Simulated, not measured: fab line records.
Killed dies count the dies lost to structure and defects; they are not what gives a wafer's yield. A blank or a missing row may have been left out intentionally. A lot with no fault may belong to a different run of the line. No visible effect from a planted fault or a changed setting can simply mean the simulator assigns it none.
Matching of chambers ; flow n5 finfet ; N5_BEOL_M6_ETCH_66 on rie diel-04 has 4 sister chambers
The step etches SOC in N2/H2, target depth 80 nm, overetch 16 nm, time 120 s. 16 wafers are shown with their chamber, then 8 later ones without.

## WAFERS PAIRED WITH THEIR CHAMBERS
wafer;chamber;showerhead plenum p Torr (Torr);rf vpp V (V);throttle valve pct (%)
L074.2;2;2.70;529.1;17.56
L074.3;1;2.54;522.6;17.99
L074.5;0;2.65;525.3;17.97
L083.1;3;2.60;525.1;17.85
L083.2;1;2.53;522.9;18.04
L083.5;1;2.53;523.5;18.03
L080.1;3;2.60;525.2;17.85
L080.3;2;2.70;528.3;17.60
L080.4;0;2.64;527.2;17.98
L079.1;0;2.64;524.5;17.99
L079.2;2;2.70;528.0;17.60
L079.3;3;2.60;525.9;17.87
L086.1;1;2.53;522.3;18.06
L086.2;3;2.60;523.8;17.87
L086.4;0;2.63;524.8;17.99
L090.1;0;2.63;525.7;17.57

SIGNATURES (averages over the wafers above)
reading;chamber 0;chamber 1;chamber 2;chamber 3;scatter within a chamber
showerhead plenum p Torr;2.6380;2.5325;2.7000;2.6000;0.00544
rf vpp V;525.500;522.825;528.467;525.000;0.826
throttle valve pct;17.9000;18.0300;17.5867;17.8600;0.108
Rule: distance of a wafer from a chamber = root of the sum over the readings of ((wafer's reading minus chamber's mean) / reading's scatter) squared. If the next closest chamber is less than 2 further off than the closest, the wafer can't be placed; otherwise it belongs to the closest. The scatter: the root of (the sum of the squares of (reading less its chamber's mean) over the shown wafers, divided by (wafers less chambers)).

## WAFERS WITHOUT THEIR CHAMBER
wafer;showerhead plenum p Torr (Torr);rf vpp V (V);throttle valve pct (%)
L090.2;2.59;525.3;17.89
L090.4;2.69;527.7;17.65
L096.3;2.63;525.4;17.59
L096.5;2.59;525.1;17.91
L096.6;2.63;525.3;17.60
L097.1;2.62;525.1;17.60
L097.3;2.68;528.2;17.66
L097.5;2.52;521.7;18.11

## THE CHAMBER EACH PASSED THROUGH
wafer;from the rows above;in truth
L090.2;3;3
L090.4;2;2
L096.3;0;0
L096.5;3;3
L096.6;0;0
L097.1;can't be placed: 0 or 3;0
L097.3;2;2
L097.5;1;1
Correctly placed: 7 of 8. Cannot be placed on the basis of these rows: 1; the candidates contain the true chamber in 1. 0 placed wrongly.
